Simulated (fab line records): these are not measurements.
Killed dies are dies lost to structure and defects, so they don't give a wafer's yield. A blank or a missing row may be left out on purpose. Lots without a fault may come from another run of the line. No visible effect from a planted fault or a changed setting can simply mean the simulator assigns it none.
The tool behind it: which one? ; flow n5Finfet ; 24 lots with 72 wafers sampled at 3 steps, on a route of 1938 steps

## WHAT EACH GAUGE READ, for each wafer
N5_GATE_CUT_INSPECT_26: inspects for defects (darkfield).
lot;measured;on;rawDefectCount
L074;day 4 15:21;defectInspect-01;30 100 37
L075;day 5 00:53;defectInspect-01;43 28 45
L076;day 5 02:43;defectInspect-02;29 61 82
L077;day 5 13:40;defectInspect-02;33 21 37
L078;day 5 15:56;defectInspect-02;45 25 52
L079;day 6 00:22;defectInspect-01;37 28 32
L080;day 6 02:22;defectInspect-01;54 70 54
L081;day 6 11:14;defectInspect-01;38 40 54
L082;day 6 13:58;defectInspect-02;42 20 28
L083;day 7 03:41;defectInspect-02;34 28 29
L084;day 7 17:24;defectInspect-01;23 42 14
L085;day 8 01:20;defectInspect-01;51 42 54
L086;day 8 08:31;defectInspect-02;33 23 15
L087;day 8 10:05;defectInspect-01;38 48 50
L088;day 8 15:33;defectInspect-02;82 35 65
L089;day 8 22:00;defectInspect-01;37 25 35
L090;day 8 23:39;defectInspect-01;37 28 25
L091;day 9 10:08;defectInspect-01;62 30 62
L092;day 9 13:09;defectInspect-01;45 52 26
L093;day 9 23:40;defectInspect-02;17 36 44
L095;day 10 08:37;defectInspect-02;48 31 24
L097;day 10 10:55;defectInspect-01;54 57 71
L094;day 10 14:35;defectInspect-02;28 38 23
L096;day 10 15:10;defectInspect-01;39 21 55

N5_MOL_CONTACT_COAG_INSPECT_10: inspects for defects (brightfield).
lot;measured;on;rawDefectCount
L074;day 4 15:44;defectInspect-02;51 166 64
L075;day 5 01:17;defectInspect-01;67 73 85
L076;day 5 03:07;defectInspect-01;66 93 163
L077;day 5 14:03;defectInspect-01;80 53 64
L078;day 5 16:19;defectInspect-01;90 62 101
L079;day 6 00:46;defectInspect-02;82 37 47
L080;day 6 02:45;defectInspect-01;101 130 82
L081;day 6 22:42;defectInspect-01;77 74 92
L082;day 6 22:56;defectInspect-02;73 48 52
L083;day 7 04:05;defectInspect-02;67 52 60
L084;day 7 17:47;defectInspect-02;46 54 23
L085;day 8 01:44;defectInspect-02;74 76 95
L086;day 8 08:56;defectInspect-01;60 54 27
L087;day 8 10:28;defectInspect-02;54 72 74
L088;day 8 15:56;defectInspect-01;156 77 110
L089;day 8 22:33;defectInspect-02;60 43 54
L090;day 9 00:02;defectInspect-02;64 52 41
L091;day 9 10:39;defectInspect-01;115 61 104
L092;day 9 13:34;defectInspect-01;73 102 56
L093;day 10 00:04;defectInspect-02;32 70 81
L095;day 10 09:08;defectInspect-01;91 65 49
L097;day 10 11:18;defectInspect-01;88 100 144
L094;day 10 14:58;defectInspect-01;56 74 61
L096;day 10 15:34;defectInspect-02;84 31 77

## EACH LOT AND THE TOOL THAT RAN IT (in order: tool; ch and the chambers of the sampled wafers; start)
lot;N5_GATE_CUT_VAPOR_ETCH_51
L074;rieMetal-03 ch 0,1, day 4 12:35
L075;rieMetal-03 ch 0, day 4 20:16
L076;rieMetal-03 ch 0,1, day 4 23:04
L077;rieMetal-03 ch 0,1, day 5 10:43
L078;rieMetal-03 ch 0,1, day 5 13:09
L079;rieMetal-01 ch 1, day 5 19:09
L080;rieMetal-01 ch 1, day 5 23:36
L081;rieMetal-03 ch 0,1, day 6 07:55
L082;rieMetal-01 ch 0,1, day 6 11:15
L083;rieMetal-03 ch 0,1, day 7 00:58
L084;rieMetal-03 ch 0,1, day 7 14:12
L085;rieMetal-01 ch 0,1, day 7 22:37
L086;rieMetal-01 ch 0,1, day 8 05:47
L087;rieMetal-01 ch 0,1, day 8 07:22
L088;rieMetal-03 ch 0, day 8 12:40
L089;rieMetal-03 ch 0, day 8 18:26
L090;rieMetal-03 ch 0, day 8 20:40
L091;rieMetal-03 ch 0,1, day 9 07:22
L092;rieMetal-02 ch 0,1, day 9 09:41
L093;rieMetal-03 ch 0,1, day 9 20:57
L095;rieMetal-03 ch 0,1, day 10 05:34
L097;rieMetal-03 ch 0,1, day 10 08:11
L094;rieMetal-03 ch 0,1, day 10 11:20
L096;rieMetal-01 ch 0,1, day 10 11:46
- N5_GATE_CUT_VAPOR_ETCH_51: etches HfO2 in BCl3/Cl2.

## AS READ BY THE TOOLS THEMSELVES (means over the sampled wafers that have a number; for cases with no such wafer, the mark the record gives instead)
N5_GATE_CUT_VAPOR_ETCH_51.
lot;tool;drypumpMotorCurrentA (A);oesProductAu (a.u.)
L074;rieMetal-03;5.9;0.79
L075;rieMetal-03;5.7;0.87
L076;rieMetal-03;5.9;0.79
L077;rieMetal-03;6.3;0.70
L078;rieMetal-03;5.9;0.78
L079;rieMetal-01;6.5;0.81
L080;rieMetal-01;6.6;0.81
L081;rieMetal-03;6.0;0.78
L082;rieMetal-01;6.2;0.82
L083;rieMetal-03;6.0;0.77
L084;rieMetal-03;6.2;0.69
L085;rieMetal-01;6.3;0.82
L086;rieMetal-01;6.4;0.81
L087;rieMetal-01;6.2;0.81
L088;rieMetal-03;5.7;0.84
L089;rieMetal-03;5.7;0.83
L090;rieMetal-03;5.7;0.83
L091;rieMetal-03;6.0;0.87
L092;rieMetal-02;5.8;0.94
L093;rieMetal-03;6.0;0.85
L095;rieMetal-03;5.9;0.86
L097;rieMetal-03;5.9;0.85
L094;rieMetal-03;6.3;0.89
L096;rieMetal-01;6.4;0.79

## THE ANSWER, worked out from the rows above alone
Rule: the lots themselves supply what counts as usual. The widest of any qualifying gaps counts: lots, ordered by their means at a reading, are off when they make up no more than a third of the lots, leave a main group of 4 or more, and stand apart from it by 3 or more times the standard deviation of that group's means. The tables above print the reading to a certain number of digits; a main group whose means all agree to those digits is not used. A lot without any number at a reading at which 4 lots or more have one is off too. Any other lot the step has rows for is counted as sound. The gauges are gone through in route order, then the tools' own readings, and for those a lot's mean is taken as printed above. At the first step where some lot is off, the reading lying furthest off is the one used; lots without a number count as furthest.
No lot is off on any of the readings shown, so nothing can be concluded from this.

## WHAT THE SIMULATOR HAD INSERTED
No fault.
